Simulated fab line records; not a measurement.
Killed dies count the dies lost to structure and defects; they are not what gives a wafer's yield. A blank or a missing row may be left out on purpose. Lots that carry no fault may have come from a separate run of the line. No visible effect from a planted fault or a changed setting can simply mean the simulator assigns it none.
fab line records -- flow n5Finfet
record: lots: 8, wafers: 24, lastDay: 18
route steps=1938 shown BEOL_M4@1111 BEOL_M7@1301 PASSIVATION@1936
lots untouched by any fault: they come from a run of this same line in which no faults occurred
startH: start of the lot's first displayed wafer, in hours after the record's first day -- waitH: hours from the lot's prior step to this one -- " as in the row above -- L1.1+2: several wafers, shown together as one row -- - value missing, or start not given -- * or withheld: withheld -- < > ~ a bound
route shown NAME@n: names a module that has steps shown in the file, with the first one's number in the route -- usual: the fault-free wafers' mean and standard deviation -- same: alike in all rows -- chamber/n: place in a boat -- sites: each site's reading -- _std_site: their standard deviation -- _edge_site: mean of outer sites minus mean of inner sites -- radiusMm: for every site, how far away it sits from the centre of the wafer -- mask NAME#n: copy n -- behind: the tool/chamber that last shaped the wafer -- hold: why the lot was held/for how many hours/how that ended -- device: whichever transistor did not switch (one of n, p or np) -- end of line: tests run on the same wafers once the route is complete -- a step without rows: its recipe alone -- killed: dies that structure and defects cost at the first sort, which is not the same as the wafer's yield -- map: shows each die of a wafer: x if killed, . if not, _ if none is there
set.NAME: the setting that was run; set.NAME@STEP: the one run at that earlier step -- model.NAME: the simulator's own value behind a step, which no gauge read
a sample of lots followed through the steps of the route, with each step as a table and each wafer as a row
services: from which hour (startH, from the record's first day; less than 0 if before it) a tool's chamber was out of use, for how many hours, and why
== steps ==
step: N5_BEOL_M4_RC_MEAS_101
usual: DIBL_N: 36.2/1.2, DIBL_P: 36.3/1.3, IOFF_N: 0.155/0.019, IOFF_P: 0.210/0.029, ION_N: 677/8.6, ION_P: 465/6.8, SS_N: 71.4/0.48, SS_P: 73.2/0.53, VT_N: 249.9/2.4, VT_P: -250/3.2
lot.wafer,tool,chamber,startH,waitH,DIBL_N[mV/V],DIBL_P[mV/V],IOFF_N[nA/um],IOFF_P[nA/um],ION_N[uA/um],ION_P[uA/um],SS_N[mV/dec],SS_P[mV/dec],VT_N[mV],VT_P[mV]
L122.4,prober-01,0,176.70,0.5,35.3,36.5,0.138,0.190,682,470,70.8,73.2,250.0,-251
L122.5,prober-01,0,176.70,0.5,36.7,38.1,0.162,0.215,675,464,72.0,73.5,250.2,-249
L122.6,prober-01,0,176.70,0.5,34.3,35.1,0.116,0.163,674,460,70.3,72.9,257.5,-254
L125.1,prober-02,0,199.88,0.0,35.7,36.0,0.144,0.215,671,463,71.6,73.4,251.6,-249
L125.3,prober-02,0,199.88,0.0,37.4,38.4,0.182,0.245,678,469,70.9,74.0,246.6,-247
L125.4,prober-02,0,199.88,0.0,37.0,37.4,0.166,0.222,666,464,71.0,73.7,249.5,-248
L131.2,prober-01,0,245.08,0.2,34.4,33.4,0.117,0.192,669,470,70.6,72.5,253.2,-245
L131.3,prober-01,0,245.08,0.2,36.1,36.1,0.154,0.227,680,474,71.4,73.4,250.9,-247
L131.4,prober-01,0,245.08,0.2,37.6,37.4,0.181,0.253,684,470,71.6,74.0,246.6,-247
L135.2,prober-02,0,273.99,0.2,35.4,37.3,0.158,0.225,674,462,71.5,74.0,251.2,-249
L135.3,prober-02,0,273.99,0.2,34.9,36.4,0.147,0.215,675,469,71.8,73.4,249.0,-249
L135.5,prober-02,0,273.99,0.2,35.6,37.5,0.172,0.238,680,472,70.5,73.7,248.5,-246
L138.1,prober-02,0,292.39,0.0,38.3,36.4,0.164,0.178,679,460,70.9,73.2,250.1,-255
L138.3,prober-02,0,292.39,0.0,38.5,36.8,0.166,0.186,676,451,71.7,73.6,251.8,-254
L138.6,prober-02,0,292.39,0.0,37.0,35.2,0.143,0.159,678,459,71.3,72.5,249.1,-256
L141.1,prober-02,0,303.74,0.0,34.4,35.3,0.122,0.160,668,457,70.6,72.8,253.7,-255
L141.2,prober-02,0,303.74,0.0,35.5,36.5,0.139,0.180,681,462,71.3,73.1,249.6,-254
L141.3,prober-02,0,303.74,0.0,35.8,36.0,0.135,0.172,664,452,71.3,72.6,249.5,-251
L142.2,prober-02,0,308.16,0.2,37.6,36.5,0.155,0.207,665,457,71.7,72.6,250.2,-250
L142.3,prober-02,0,308.16,0.2,37.3,37.1,0.156,0.218,680,465,71.6,72.3,250.3,-249
L142.6,prober-02,0,308.16,0.2,37.2,36.3,0.147,0.203,671,467,71.3,73.1,250.7,-249
L144.1,prober-02,0,322.78,0.0,35.4,33.4,0.128,0.159,657,451,70.9,72.4,252.2,-254
L144.3,prober-02,0,322.78,0.0,36.9,35.5,0.159,0.188,673,459,71.7,72.8,250.4,-251
L144.6,prober-02,0,322.78,0.0,37.4,36.0,0.164,0.199,674,458,71.9,73.6,249.7,-252
step: N5_BEOL_M7_ETCH_65
recipe: chemistry: CF4, target: SiARC, targetDepthA: 156, maskMaterial: CAR-EUV, timeS: 26, ionEnergyEv: 80, pressureMtorr: 40, sourceW: 545, biasW: 36, Ar_flow_sccm: 100, cf4FlowSccm: 100, ends: cleared
usual: chamberPressureMTorr: 40.00/0.035, drypumpMotorCurrentA: 5.5/0.37, etchRfOnTimeS: 25.9/0.46, oesProductAu: 0.68/0.072, rfVppV: 184.0/1, showerheadPlenumPTorr: 2.15/0.057, throttleValvePct: 15.61/0.24
lot.wafer,tool,chamber,startH,waitH,chamberPressureMTorr,drypumpMotorCurrentA,etchRfOnTimeS,oesProductAu,rfHoursCounterH,rfVppV,showerheadPlenumPTorr,throttleValvePct
L122.4,rieDiel-06,3,206.22,0.0,40.00,5.2,25.2,0.84,3,183.1,2.10,15.47
L122.5,rieDiel-06,0,206.22,0.0,40.01,5.4,26.3,0.61,-,183.6,2.12,15.86
L122.6,rieDiel-06,1,206.22,0.0,40.01,5.7,25.8,0.80,-,185.0,2.28,15.36
L125.1,rieDiel-06,2,227.36,0.0,39.98,5.8,25.4,0.66,119,184.4,2.15,15.71
L125.3,rieDiel-06,0,227.36,0.0,39.93,5.4,26.4,0.61,217,185.7,2.12,15.88
L125.4,rieDiel-06,3,227.36,0.0,40.00,5.1,25.2,0.83,9,183.6,2.10,15.47
L131.2,rieDiel-03,3,275.85,0.0,40.05,5.4,25.7,0.63,171,184.0,2.13,15.91
L131.3,rieDiel-03,1,275.85,0.0,39.95,5.1,25.9,0.68,108,184.0,2.15,15.44
L131.4,rieDiel-03,2,275.85,0.0,39.97,5.7,26.2,0.59,210,183.6,2.21,15.49
L135.2,rieDiel-06,3,298.92,0.0,40.04,5.2,25.0,0.78,30,182.5,2.09,15.53
L135.3,rieDiel-06,2,298.92,0.0,40.00,5.8,25.2,0.65,141,185.5,2.15,15.75
L135.5,rieDiel-06,1,298.92,0.0,40.01,5.7,26.0,0.75,-,185.9,2.27,15.41
L138.1,rieDiel-03,3,316.04,0.0,40.04,5.4,25.9,0.63,183,184.4,2.13,15.93
L138.3,rieDiel-03,1,316.04,0.0,39.96,5.1,26.3,0.66,120,185.0,2.15,15.45
L138.6,rieDiel-03,2,316.04,0.0,39.98,5.7,26.8,0.57,-,185.7,2.20,15.54
L141.1,rieDiel-03,1,332.68,0.0,40.01,5.1,26.3,0.66,125,184.5,2.15,15.45
L141.2,rieDiel-03,0,332.68,0.0,40.02,6.2,25.8,0.73,50,182.5,2.09,15.35
L141.3,rieDiel-03,3,332.68,0.0,40.04,5.4,25.7,0.61,188,184.1,2.13,15.95
L142.2,rieDiel-06,0,332.98,0.0,40.00,5.4,26.5,0.59,249,183.8,2.11,15.96
L142.3,rieDiel-06,1,332.98,0.0,40.07,5.7,26.0,0.74,48,186.7,2.26,15.43
L142.6,rieDiel-06,3,332.98,0.0,39.96,5.2,25.4,0.76,-,183.7,2.09,15.54
L144.1,rieDiel-05,1,345.34,0.0,39.98,5.0,26.5,0.69,109,182.8,2.07,15.42
L144.3,rieDiel-05,0,345.34,0.0,40.05,4.9,25.7,0.84,2,183.9,2.11,15.50
L144.6,rieDiel-05,2,345.34,0.0,40.04,5.8,25.7,0.66,-,182.2,2.15,16.00
step: N5_BEOL_M7_ETCH_66
recipe: chemistry: N2/H2, target: SOC, targetDepthA: 800, overetchA: 160, maskMaterial: SiARC, tempC: 40, timeS: 120, ionEnergyEv: 200, pressureMtorr: 30, sourceW: 840, biasW: 150, n2FlowSccm: 200, h2FlowSccm: 200
usual: chamberPressureMTorr: 30.002/0.028, drypumpMotorCurrentA: 5.5/0.37, oesProductAu: 0.61/0.06, rfVppV: 524.1/2, showerheadPlenumPTorr: 2.55/0.069, throttleValvePct: 17.79/0.24
lot.wafer,tool,chamber,startH,waitH,chamberPressureMTorr,drypumpMotorCurrentA,oesProductAu,rfHoursCounterH,rfVppV,showerheadPlenumPTorr,throttleValvePct
L122.4,rieDiel-06,3,206.25,0.0,29.981,5.2,0.75,3,523.0,2.49,17.63
L122.5,rieDiel-06,0,206.25,0.0,30.005,5.4,0.56,-,524.0,2.52,18.08
L122.6,rieDiel-06,1,206.25,0.0,30.005,5.7,0.72,-,528.5,2.71,17.62
L125.1,rieDiel-06,2,227.39,0.0,30.032,5.8,0.58,119,523.6,2.56,17.90
L125.3,rieDiel-06,0,227.39,0.0,29.987,5.4,0.55,217,522.8,2.51,18.08
L125.4,rieDiel-06,3,227.39,0.0,29.969,5.1,0.72,9,521.7,2.49,17.65
L131.2,rieDiel-03,3,275.88,0.0,29.998,5.4,0.56,171,523.7,2.54,18.13
L131.3,rieDiel-03,1,275.88,0.0,29.967,5.1,0.61,108,523.6,2.56,17.64
L131.4,rieDiel-03,2,275.88,0.0,30.044,5.8,0.53,210,526.6,2.61,17.59
L135.2,rieDiel-06,3,298.94,0.0,30.016,5.2,0.69,30,521.4,2.48,17.67
L135.3,rieDiel-06,2,298.94,0.0,29.980,5.9,0.57,141,525.6,2.55,17.93
L135.5,rieDiel-06,1,298.94,0.0,29.981,5.7,0.67,-,527.8,2.69,17.66
L138.1,rieDiel-03,3,316.07,0.0,29.999,5.4,0.55,183,524.9,2.53,18.17
L138.3,rieDiel-03,1,316.07,0.0,30.021,5.1,0.60,120,523.5,2.55,17.67
L138.6,rieDiel-03,2,316.07,0.0,30.012,5.8,0.52,-,525.9,2.60,17.60
L141.1,rieDiel-03,1,332.71,0.0,30.007,5.2,0.59,125,524.4,2.55,17.66
L141.2,rieDiel-03,0,332.71,0.0,30.017,6.2,0.65,50,521.9,2.48,17.55
L141.3,rieDiel-03,3,332.71,0.0,29.995,5.4,0.55,188,522.9,2.53,18.16
L142.2,rieDiel-06,0,333.01,0.0,29.987,5.4,0.53,249,523.8,2.50,18.13
L142.3,rieDiel-06,1,333.01,0.0,29.966,5.7,0.65,48,527.9,2.69,17.70
L142.6,rieDiel-06,3,333.01,0.0,29.950,5.1,0.67,-,523.6,2.47,17.71
L144.1,rieDiel-05,1,345.36,0.0,30.001,4.9,0.62,109,522.3,2.46,17.58
L144.3,rieDiel-05,0,345.36,0.0,29.979,4.9,0.74,2,521.9,2.50,17.69
L144.6,rieDiel-05,2,345.36,0.0,30.024,5.8,0.58,-,523.2,2.54,18.17
step: N5_BEOL_M7_STRIP_36
recipe: chemistry: N2/H2, powerW: 450, tempC: 40, pressureMtorr: 20, rfFrequencyHz: 6e+07, overashFraction: 0.3, biasPowerW: 7, h2Frac: 0.5, n2FlowSccm: 200, h2FlowSccm: 200
usual: biasPowerW: 7.000/0.022, chamberPressureMTorr: 20.00/0.034, drypumpMotorCurrentA: 5.5/0.37, oesProductAu: 0.79/0.085, powerW: 449.8/1.3, rfVppV: 59.3/1.5, showerheadPlenumPTorr: 2.54/0.069, throttleValvePct: 23.61/0.25
lot.wafer,tool,chamber,startH,waitH,biasPowerW,chamberPressureMTorr,drypumpMotorCurrentA,oesProductAu,powerW,rfHoursCounterH,rfVppV,showerheadPlenumPTorr,throttleValvePct
L122.4,rieDiel-06,3,206.40,0.0,6.997,19.96,5.1,1.00,448.5,3,60.3,2.48,23.45
L122.5,rieDiel-06,0,206.40,0.0,7.021,20.02,5.4,0.72,450.0,-,58.9,2.51,23.88
L122.6,rieDiel-06,1,206.40,0.0,6.964,20.03,5.7,0.95,450.9,-,61.8,2.70,23.52
L125.1,rieDiel-06,2,227.54,0.0,6.956,19.99,5.9,0.78,450.8,119,59.2,2.56,23.68
L125.3,rieDiel-06,0,227.54,0.0,7.006,19.96,5.4,0.72,450.3,217,58.1,2.51,23.89
L125.4,rieDiel-06,3,227.54,0.0,6.980,20.01,5.2,0.96,448.3,9,60.6,2.48,23.43
L131.2,rieDiel-03,3,276.03,0.0,6.979,20.00,5.4,0.73,450.5,171,64.0,2.53,23.96
L131.3,rieDiel-03,1,276.03,0.0,6.982,19.92,5.1,0.79,450.0,108,59.1,2.55,23.48
L131.4,rieDiel-03,2,276.03,0.0,7.025,20.07,5.7,0.68,451.9,210,58.9,2.61,23.29
L135.2,rieDiel-06,3,299.10,0.0,7.044,19.94,5.1,0.91,451.8,30,58.9,2.47,23.48
L135.3,rieDiel-06,2,299.10,0.0,6.984,19.99,5.9,0.74,446.9,141,58.8,2.55,23.69
L135.5,rieDiel-06,1,299.10,0.0,7.028,19.98,5.7,0.88,449.1,-,57.5,2.69,23.58
L138.1,rieDiel-03,3,316.22,0.0,-,-,-,-,-,-,-,-,-
L138.3,rieDiel-03,1,316.22,0.0,-,-,-,-,-,-,-,-,-
L138.6,rieDiel-03,2,316.22,0.0,-,-,-,-,-,-,-,-,-
L141.1,rieDiel-03,1,332.86,0.0,-,-,-,-,-,-,-,-,-
L141.2,rieDiel-03,0,332.86,0.0,-,-,-,-,-,-,-,-,-
L141.3,rieDiel-03,3,332.86,0.0,-,-,-,-,-,-,-,-,-
L142.2,rieDiel-06,0,333.16,0.0,-,-,-,-,-,-,-,-,-
L142.3,rieDiel-06,1,333.16,0.0,-,-,-,-,-,-,-,-,-
L142.6,rieDiel-06,3,333.16,0.0,-,-,-,-,-,-,-,-,-
L144.1,rieDiel-05,1,345.52,0.0,6.994,20.02,4.9,0.80,450.9,109,58.6,2.45,23.36
L144.3,rieDiel-05,0,345.52,0.0,7.003,19.93,4.9,0.97,448.9,2,58.0,2.50,23.59
L144.6,rieDiel-05,2,345.52,0.0,6.997,19.98,5.8,0.77,447.8,-,60.8,2.54,24.03
step: N5_BEOL_M7_CURE_75
recipe: tempC: 370, timeS: 120, ambient: DMADMS/He, material: SiCOH_lowk
usual: lampPowerPct: 52.32/0.053, wafer_temp_C_max: 371.8/0.56
lot.wafer,tool,chamber,startH,waitH,lampPowerPct,wafer_temp_C_max
L122.4,uvCure-03,1,207.04,0.3,52.25,371.9
L122.5,uvCure-03,1,207.04,0.3,52.23,372.4
L122.6,uvCure-03,1,207.04,0.3,52.23,371.8
L125.1,uvCure-03,0,227.93,0.0,52.32,371.2
L125.3,uvCure-03,0,227.93,0.0,52.31,371.5
L125.4,uvCure-03,0,227.93,0.0,52.26,371.3
L131.2,uvCure-02,1,276.47,0.1,52.42,371.9
L131.3,uvCure-02,1,276.47,0.1,52.25,372.4
L131.4,uvCure-02,1,276.47,0.1,52.35,372.4
L135.2,uvCure-03,0,299.54,0.1,52.30,371.4
L135.3,uvCure-03,0,299.54,0.1,52.28,371.7
L135.5,uvCure-03,0,299.54,0.1,52.23,371.4
L138.1,uvCure-01,2,316.61,0.0,52.32,371.3
L138.3,uvCure-01,2,316.61,0.0,52.34,371.3
L138.6,uvCure-01,2,316.61,0.0,52.28,371.5
L141.1,uvCure-02,1,333.26,0.0,52.29,372.9
L141.2,uvCure-02,1,333.26,0.0,52.33,372.4
L141.3,uvCure-02,1,333.26,0.0,52.31,372.4
L142.2,uvCure-02,0,333.61,0.1,52.36,371.6
L142.3,uvCure-02,0,333.61,0.1,52.42,370.9
L142.6,uvCure-02,0,333.61,0.1,52.31,370.9
L144.1,uvCure-02,1,345.91,0.0,52.25,371.9
L144.3,uvCure-02,1,345.91,0.0,52.35,372.5
L144.6,uvCure-02,1,345.91,0.0,52.33,372.6
step: N5_PASSIVATION_PROBE_49
usual: defectLimitedYield: 91.2/1.4, killed_at_M0_to_M3: 34/10, killed_at_M4_up: 13/5.1, killedAtContacts: 12/6.5, killedAtFrontEnd: 41/11, killedAtOther: 4/3.3, killedDies: 104/16, killedOnRim: 14/3.9, killedOpen: 69/13, killedShort: 33/7, sort_bin_5_function: 5.1/0.91, sort_bin_6_memory: 3.3/0.69, sortNPass: 1076/16, sortYieldPct: 91.2/1.4
same: grossDies: 1180, killedAtBackSide: 0, sort_bin_4_leakage[%]: 0, sort_bin_8_speed[%]: 0
lot.wafer,tool,chamber,startH,waitH,defectLimitedYield[%],killed_at_M0_to_M3,killed_at_M4_up,killedAtContacts,killedAtFrontEnd,killedAtOther,killedDies,killedOnRim,killedOpen,killedShort,sort_bin_5_function[%],sort_bin_6_memory[%],sortNPass,sortYieldPct[%]
L122.4,prober-01,-,288.38,0.2,90.4,46,18,1,43,5,113,13,79,34,5.2,4.3,1067,90.4
L122.5,prober-01,-,288.43,0.2,90.2,42,27,15,31,1,116,10,76,40,5.3,4.5,1064,90.2
L122.6,prober-01,-,288.48,0.3,91.7,28,13,13,37,7,98,16,57,41,4.8,3.1,1082,91.7
L125.1,prober-01,-,312.24,0.0,94.5,30,6,4,25,0,65,11,44,21,3.0,2.4,1115,94.5
L125.3,prober-01,-,312.34,0.1,91.6,43,18,6,32,0,99,10,66,31,4.0,4.1,1081,91.6
L125.4,prober-01,-,312.39,0.2,90.2,48,18,20,29,1,116,13,76,35,5.5,4.1,1064,90.2
L131.2,prober-02,-,344.05,0.1,92.1,36,12,13,31,1,93,14,67,25,5.4,2.4,1087,92.1
L131.3,prober-02,-,344.10,0.1,91.9,38,18,8,30,2,96,18,65,31,5.0,2.9,1084,91.9
L131.4,prober-02,-,344.15,0.2,92.0,26,13,14,36,5,94,13,64,30,4.3,3.6,1086,92.0
L135.2,prober-02,-,370.94,0.1,92.9,27,7,14,33,3,84,16,46,35,4.7,2.1,1096,92.9
L135.3,prober-02,-,370.99,0.1,92.4,41,12,9,26,2,90,11,55,35,4.6,2.8,1090,92.4
L135.5,prober-02,-,371.09,0.2,90.7,32,12,14,48,4,110,15,61,49,5.4,3.6,1070,90.7
L138.1,prober-02,-,388.21,0.0,0,24,1088,15,52,1,1180,152,77,29,96.4,3.4,0,0
L138.3,prober-02,-,388.31,0.1,0,43,1081,6,40,10,1180,152,81,29,96.5,3.2,0,0
L138.6,prober-02,-,388.46,0.3,0,41,1084,16,33,6,1180,152,84,31,96.3,3.4,0,0
L142.2,prober-01,-,410.40,0.1,0,56,1071,14,37,2,1180,152,79,45,95.0,4.3,0,0
L142.3,prober-01,-,410.45,0.1,0,45,1079,8,47,1,1180,152,83,24,96.3,3.5,0,0
L142.6,prober-01,-,410.60,0.3,0,39,1080,11,48,2,1180,152,75,37,95.9,3.9,0,0
L141.1,prober-02,-,410.58,0.0,0,23,1103,9,39,6,1180,152,54,29,96.7,3.3,0,0
L141.2,prober-02,-,410.63,0.1,0,28,1098,6,47,1,1180,152,68,25,97.2,2.5,0,0
L141.3,prober-02,-,410.68,0.1,0,38,1114,1,26,1,1180,152,46,30,97.5,2.4,0,0
L144.1,prober-01,-,428.39,0.7,88.1,43,17,18,57,5,140,25,88,47,6.5,4.7,1040,88.1
L144.3,prober-01,-,428.49,0.8,92.5,23,10,7,43,6,89,8,61,26,4.2,3.2,1091,92.5
L144.6,prober-01,-,428.64,1.0,90.8,33,13,11,48,4,109,13,81,26,5.3,3.6,1071,90.8
killed by level:class
L122.4 BEOL_M3:geometricParticle:open=21 FIN_SAQP:geometricParticle:open=14 BEOL_M0_SAQP:geometricParticle:open=11 BEOL_M4:geometricParticle:open=8 STI_FIN_REVEAL:geometricParticle:open=7 GATE_CUT:geometricParticle:short=7 BEOL_M0_SAQP:geometricParticle:short=7 FIN_SAQP:geometricParticle:short=4
L122.5 BEOL_M4:geometricParticle:open=14 MOL_CONTACT_COAG:geometricParticle:open=11 BEOL_M4:geometricParticle:short=10 STI_FIN_REVEAL:geometricParticle:open=8 BEOL_M3:geometricParticle:open=8 BEOL_M1:geometricParticle:open=7 BEOL_M2:geometricParticle:open=7 BEOL_M0_SAQP:geometricParticle:short=6
L122.6 FIN_SAQP:geometricParticle:short=14 MOL_CONTACT_COAG:geometricParticle:open=11 FIN_SAQP:geometricParticle:open=9 BEOL_M4:geometricParticle:open=7 BEOL_M2:geometricParticle:open=7 BEOL_M0_SAQP:geometricParticle:open=5 BEOL_M1:geometricParticle:open=5 PASS1_CAP:geometricParticle:short=5
L125.1 BEOL_M0_SAQP:geometricParticle:open=8 BEOL_M3:geometricParticle:open=8 GATE_CUT:geometricParticle:open=4 FIN_SAQP:geometricParticle:short=3 DUMMY_GATE:geometricParticle:open=3 MOL_CONTACT_COAG:geometricParticle:open=3 GATE_CUT:geometricParticle:short=3 BEOL_M2:geometricParticle:open=3
L125.3 BEOL_M2:geometricParticle:open=12 BEOL_M0_SAQP:geometricParticle:open=11 BEOL_M0_SAQP:geometricParticle:short=9 FIN_SAQP:geometricParticle:short=7 FIN_SAQP:geometricParticle:open=5 MOL_CONTACT_COAG:geometricParticle:open=5 BEOL_M1:geometricParticle:short=5 BEOL_M4:geometricParticle:open=5
L125.4 MOL_CONTACT_COAG:geometricParticle:open=18 BEOL_M0_SAQP:geometricParticle:short=10 BEOL_M0_SAQP:geometricParticle:open=7 BEOL_M1:geometricParticle:open=7 BEOL_M2:geometricParticle:open=7 FIN_SAQP:geometricParticle:short=6 FIN_SAQP:geometricParticle:open=6 BEOL_M3:geometricParticle:open=6
L131.2 BEOL_M3:geometricParticle:open=12 MOL_CONTACT_COAG:geometricParticle:open=11 STI_FIN_REVEAL:geometricParticle:open=7 STI_FIN_REVEAL:geometricParticle:short=6 BEOL_M2:geometricParticle:open=6 BEOL_M4:geometricParticle:open=5 FIN_SAQP:geometricParticle:open=4 BEOL_M0_SAQP:geometricParticle:short=4
L131.3 BEOL_M3:geometricParticle:open=13 MOL_CONTACT_COAG:geometricParticle:open=7 BEOL_M4:geometricParticle:open=7 FIN_SAQP:geometricParticle:open=6 BEOL_M0:geometricParticle:open=6 BEOL_M1:geometricParticle:open=5 STARTING-WAFER:geometricParticle:short=5 STI_FIN_REVEAL:geometricParticle:short=4
L131.4 STI_FIN_REVEAL:geometricParticle:open=14 MOL_CONTACT_COAG:geometricParticle:open=10 BEOL_M0_SAQP:geometricParticle:short=8 DUMMY_GATE:geometricParticle:open=6 BEOL_M2:geometricParticle:open=6 MOL_CONTACT_COAG:geometricParticle:short=4 BEOL_M0_SAQP:geometricParticle:open=4 MIM_TOP:geometricParticle:open=4
L135.2 FIN_SAQP:geometricParticle:short=11 MOL_CONTACT_COAG:geometricParticle:open=10 BEOL_M0_SAQP:geometricParticle:short=8 BEOL_M0_SAQP:geometricParticle:open=6 BEOL_M3:geometricParticle:open=6 STI_FIN_REVEAL:geometricParticle:open=5 MOL_CONTACT_COAG:geometricParticle:short=4 BEOL_M4:geometricParticle:open=4
L135.3 BEOL_M0_SAQP:geometricParticle:open=11 BEOL_M3:geometricParticle:open=11 MOL_CONTACT_COAG:geometricParticle:open=6 BEOL_M0_SAQP:geometricParticle:short=6 FIN_SAQP:geometricParticle:short=5 BEOL_M2:geometricParticle:short=5 FIN_SAQP:geometricParticle:open=4 STI_FIN_REVEAL:geometricParticle:open=4
L135.5 FIN_SAQP:geometricParticle:short=17 MOL_CONTACT_COAG:geometricParticle:open=11 BEOL_M0_SAQP:geometricParticle:open=11 STI_FIN_REVEAL:geometricParticle:open=10 BEOL_M0_SAQP:geometricParticle:short=10 FIN_SAQP:geometricParticle:open=8 BEOL_M3:geometricParticle:open=7 GATE_CUT:geometricParticle:short=4
L138.1 BEOL_M7:areaAld=1074 STI_FIN_REVEAL:geometricParticle:open=31 MOL_CONTACT_COAG:geometricParticle:open=11 BEOL_M4:geometricParticle:open=8 BEOL_M0_SAQP:geometricParticle:short=7 BEOL_M2:geometricParticle:open=7 FIN_SAQP:geometricParticle:short=6 MOL_CONTACT_COAG:geometricParticle:short=4
L138.3 BEOL_M7:areaAld=1070 STI_FIN_REVEAL:geometricParticle:open=16 DUMMY_GATE:geometricParticle:open=9 BEOL_M2:geometricParticle:open=9 BEOL_M0_SAQP:geometricParticle:short=7 BEOL_M1:geometricParticle:open=7 BEOL_M4:geometricParticle:open=7 MOL_CONTACT_COAG:geometricParticle:open=6
L138.6 BEOL_M7:areaAld=1065 BEOL_M0_SAQP:geometricParticle:open=18 MOL_CONTACT_COAG:geometricParticle:open=14 STI_FIN_REVEAL:geometricParticle:open=11 BEOL_M0_SAQP:geometricParticle:short=11 BEOL_M4:geometricParticle:open=8 DUMMY_GATE:geometricParticle:open=6 GATE_CUT:geometricParticle:short=4
L142.2 BEOL_M7:areaAld=1056 BEOL_M0_SAQP:geometricParticle:open=15 FIN_SAQP:geometricParticle:short=14 MOL_CONTACT_COAG:geometricParticle:open=14 BEOL_M3:geometricParticle:open=13 BEOL_M0_SAQP:geometricParticle:short=12 FIN_SAQP:geometricParticle:open=10 BEOL_M4:geometricParticle:open=7
L142.3 BEOL_M7:areaAld=1073 STI_FIN_REVEAL:geometricParticle:open=23 BEOL_M3:geometricParticle:open=16 BEOL_M0_SAQP:geometricParticle:open=12 MOL_CONTACT_COAG:geometricParticle:open=8 BEOL_M0_SAQP:geometricParticle:short=8 DUMMY_GATE:geometricParticle:open=6 STARTING-WAFER:geometricParticle:open=4
L141.1 BEOL_M7:areaAld=1097 STI_FIN_REVEAL:geometricParticle:open=19 MOL_CONTACT_COAG:geometricParticle:open=9 FIN_SAQP:geometricParticle:open=6 BEOL_M0_SAQP:geometricParticle:short=5 BEOL_M3:geometricParticle:short=5 BEOL_M0_SAQP:geometricParticle:open=4 MIM_TOP:geometricParticle:short=4
L142.6 BEOL_M7:areaAld=1068 STI_FIN_REVEAL:geometricParticle:open=17 FIN_SAQP:geometricParticle:short=11 MOL_CONTACT_COAG:geometricParticle:open=10 BEOL_M0_SAQP:geometricParticle:open=8 BEOL_M3:geometricParticle:open=7 BEOL_M0_SAQP:geometricParticle:short=6 BEOL_M2:geometricParticle:open=6
L141.2 BEOL_M7:areaAld=1086 STI_FIN_REVEAL:geometricParticle:open=14 FIN_SAQP:geometricParticle:open=10 BEOL_M0_SAQP:geometricParticle:open=9 BEOL_M0_SAQP:geometricParticle:short=8 BEOL_M4:geometricParticle:open=8 MOL_CONTACT_COAG:geometricParticle:open=6 BEOL_M1:geometricParticle:open=6
L141.3 BEOL_M7:areaAld=1102 BEOL_M0_SAQP:geometricParticle:short=17 STI_FIN_REVEAL:geometricParticle:open=15 BEOL_M0_SAQP:geometricParticle:open=10 BEOL_M1:geometricParticle:open=6 BEOL_M4:geometricParticle:open=5 BEOL_M4:geometricParticle:short=5 STI_FIN_REVEAL:geometricParticle:short=2
L144.1 FIN_SAQP:geometricParticle:short=16 MOL_CONTACT_COAG:geometricParticle:open=14 BEOL_M2:geometricParticle:open=14 FIN_SAQP:geometricParticle:open=10 STI_FIN_REVEAL:geometricParticle:open=8 GATE_CUT:geometricParticle:open=6 BEOL_M4:geometricParticle:open=6 BEOL_M0_SAQP:geometricParticle:open=5
L144.3 STI_FIN_REVEAL:geometricParticle:open=13 FIN_SAQP:geometricParticle:open=9 FIN_SAQP:geometricParticle:short=8 BEOL_M1:geometricParticle:open=8 MOL_CONTACT_COAG:geometricParticle:open=7 GATE_CUT:geometricParticle:short=6 BEOL_M3:geometricParticle:open=4 PASS1_CAP:geometricParticle:open=3
L144.6 FIN_SAQP:geometricParticle:open=11 MOL_CONTACT_COAG:geometricParticle:open=10 GATE_CUT:geometricParticle:open=8 BEOL_M0:geometricParticle:open=8 BEOL_M1:geometricParticle:open=8 DUMMY_GATE:geometricParticle:open=7 GATE_CUT:geometricParticle:short=7 BEOL_M4:geometricParticle:open=5
== services ==
tool,chamber,startH,hours,kind
uvCure-02,-,184.76,3.4,pm
uvCure-03,-,191.65,4.4,repair
rieDiel-03,0,209.33,4.7,repair
uvCure-02,-,216.12,0.3,repair
rieDiel-06,0,235.18,4.9,repair
uvCure-03,-,262.03,1.3,repair
rieDiel-03,0,268.47,1.5,repair
rieDiel-05,0,280.12,21.8,repair
uvCure-02,-,293.64,2.8,pm
rieDiel-05,0,314.89,-,clean
rieDiel-05,0,314.89,-,consumableReplace:focusRing
rieDiel-05,0,314.89,23.4,scheduledDown
rieDiel-05,0,314.89,23.4,ventCycle
uvCure-03,-,324.96,13.2,repair
rieDiel-06,2,329.05,5.4,repair
rieDiel-06,0,337.33,-,clean
rieDiel-06,0,337.33,-,consumableReplace:focusRing
rieDiel-06,0,337.33,17.5,scheduledDown
rieDiel-06,0,337.33,17.5,ventCycle
== key ==
firstSign: step: N5_BEOL_M7_STRIP_36, reading: toolRecord, direction: missing
effect: step: N5_PASSIVATION_PROBE_49, reading: killed_at_M4_up, direction: up, sigmas: 99+, usual: 13, struck: 1089
moreKillsBornAt: N5_BEOL_M7_ALD_77@aldMetal-03: 6494, N5_BEOL_M7_ALD_77@aldMetal-04: 3197
metAt N5_BEOL_M7_STRIP_36
struckLots L138,L141,L142
laterRowsLeftOut L138.1,L138.3,L138.6,L141.1,L141.2,L141.3,L142.2,L142.3,L142.6
notActingAt N5_BEOL_M7_ETCH_65,N5_BEOL_M7_ETCH_66,N5_BEOL_M7_CURE_75
onsetBetween 299.10 316.22
fault: kind: skippedStepWhole, tool: rieDiel-03,rieDiel-06, chamber: -, onsetH: 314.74, steps: N5_BEOL_M7_STRIP_36, scope: struckLotsOnly
laterRowsLeftOut: the simulator's readings of these wafers behind a module that went badly wrong aren't trusted and aren't shown, but for the sort
